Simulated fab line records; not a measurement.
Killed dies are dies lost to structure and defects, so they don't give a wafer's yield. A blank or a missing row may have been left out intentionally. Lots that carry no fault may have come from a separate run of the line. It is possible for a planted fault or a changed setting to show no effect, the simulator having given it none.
What tool caused it?    flow nandHarc    24 lots, 72 wafers sampled, at 2 steps of a route of 1159

WHAT THE GAUGES READ, wafer by wafer
NHARC_A_STAIRCASE_INSPECT_155.
lot   measured      on                rawDefectCount
L075  day 14 01:44  defectInspect-01  382 293 298
L076  day 14 02:02  defectInspect-01  482 407 499
L074  day 14 02:07  defectInspect-01  141 122 166
L079  day 14 10:50  defectInspect-01  286 312 278
L078  day 14 10:56  defectInspect-01  219 209 253
L077  day 14 12:26  defectInspect-01  359 237 235
L080  day 15 00:49  defectInspect-02  227 405 373
L082  day 15 00:53  defectInspect-01  314 295 311
L081  day 15 13:34  defectInspect-01  358 356 275
L084  day 16 03:04  defectInspect-01  238 263 455
L083  day 16 03:11  defectInspect-02  409 518 494
L087  day 16 22:47  defectInspect-01  485 307 316
L085  day 16 22:56  defectInspect-01  205 160 185
L088  day 17 00:31  defectInspect-01  482 522 477
L086  day 17 02:23  defectInspect-01  493 427 441
L089  day 17 12:37  defectInspect-02  175 230 210
L091  day 17 15:54  defectInspect-01  246 223 230
L090  day 17 16:09  defectInspect-01  237 235 291
L094  day 18 04:53  defectInspect-02  618 556 964
L093  day 18 05:18  defectInspect-02  213 363 340
L092  day 18 18:57  defectInspect-01  526 293 276
L095  day 19 09:01  defectInspect-01  260 227 352
L096  day 19 19:27  defectInspect-02  285 245 487
L097  day 19 19:51  defectInspect-02  253 193 191

TOOL THAT RAN EACH LOT (tool first, then ch and the chambers of the sampled wafers, then the start)
lot   NHARC_A_STAIRCASE_DEP_471
L075  pecvd-03 ch 1,2, day 14 01:08
L076  pecvd-03 ch 0,1,2, day 14 01:25
L074  pecvd-02 ch 0,1,2, day 14 01:31
L079  pecvd-02 ch 1,2, day 14 10:14
L078  pecvd-03 ch 0,1,2, day 14 10:20
L077  pecvd-02 ch 0,1,2, day 14 11:50
L080  pecvd-03 ch 0,1, day 15 00:12
L082  pecvd-01 ch 1,2, day 15 00:16
L081  pecvd-02 ch 0,1,2, day 15 12:56
L084  pecvd-02 ch 0,1,2, day 16 02:29
L083  pecvd-01 ch 0,1, day 16 02:35
L087  pecvd-01 ch 1,2, day 16 22:11
L085  pecvd-03 ch 0,2, day 16 22:15
L088  pecvd-02 ch 0,1,2, day 16 23:58
L086  pecvd-02 ch 0,2, day 17 01:46
L089  pecvd-03 ch 0,2, day 17 12:01
L091  pecvd-01 ch 1,2, day 17 15:17
L090  pecvd-02 ch 1,2, day 17 15:32
L094  pecvd-01 ch 1,2, day 18 04:20
L093  pecvd-02 ch 0,1, day 18 04:38
L092  pecvd-03 ch 0,2, day 18 18:20
L095  pecvd-02 ch 0,2, day 19 08:23
L096  pecvd-03 ch 0,1, day 19 18:52
L097  pecvd-01 ch 1,2, day 19 19:16
- NHARC_A_STAIRCASE_DEP_471: deposits SiO2, target thk 100 nm.

AS READ BY THE TOOLS THEMSELVES (means over the sampled wafers that have a number; for cases with no such wafer, the mark the record gives instead)
NHARC_A_STAIRCASE_DEP_471.
lot   tool      heaterPowerW (W)  susceptorTempC (C)  throttleValvePct (%)
L075  pecvd-03  516               400.00              15.8
L076  pecvd-03  546               399.94              16.0
L074  pecvd-02  504               400.07              15.1
L079  pecvd-02  552               399.88              15.1
L078  pecvd-03  529               399.83              16.0
L077  pecvd-02  533               400.40              15.3
L080  pecvd-03  548               399.84              16.1
L082  pecvd-01  567               400.29              16.3
L081  pecvd-02  492               399.90              14.8
L084  pecvd-02  516               400.23              14.9
L083  pecvd-01  570               400.07              16.5
L087  pecvd-01  598               399.81              16.7
L085  pecvd-03  591               399.83              16.1
L088  pecvd-02  471               400.19              14.8
L086  pecvd-02  546               399.91              15.1
L089  pecvd-03  599               400.14              16.0
L091  pecvd-01  616               400.11              16.5
L090  pecvd-02  482               400.17              14.7
L094  pecvd-01  598               400.07              16.6
L093  pecvd-02  463               399.86              14.4
L092  pecvd-03  515               400.03              16.2
L095  pecvd-02  515               400.18              15.2
L096  pecvd-03  542               400.07              16.4
L097  pecvd-01  564               399.92              16.6

THE ANSWER, worked out from the rows above alone
Rule: usual is defined by the lots themselves. The widest of any qualifying gaps counts: lots, ordered by their means at a reading, are off when they make up no more than a third of the lots, leave a main group of 4 or more, and stand apart from it by 3 or more times the standard deviation of that group's means. If all means in a main group match to the digits the tables above print for the reading, that group is not used. Also off: a lot with no number at a reading for which 4 or more lots have one. Any other lot the step has rows for is counted as sound. Order of review: gauges by route order, followed by the tools' own readings, for which a lot's mean as printed above is used. At the first step where some lot is off, the reading lying furthest off is the one used; lots without a number count as furthest.
None of the lots is off at any reading shown; this tells nothing.

WHAT HAD BEEN PUT IN BY THE SIMULATOR
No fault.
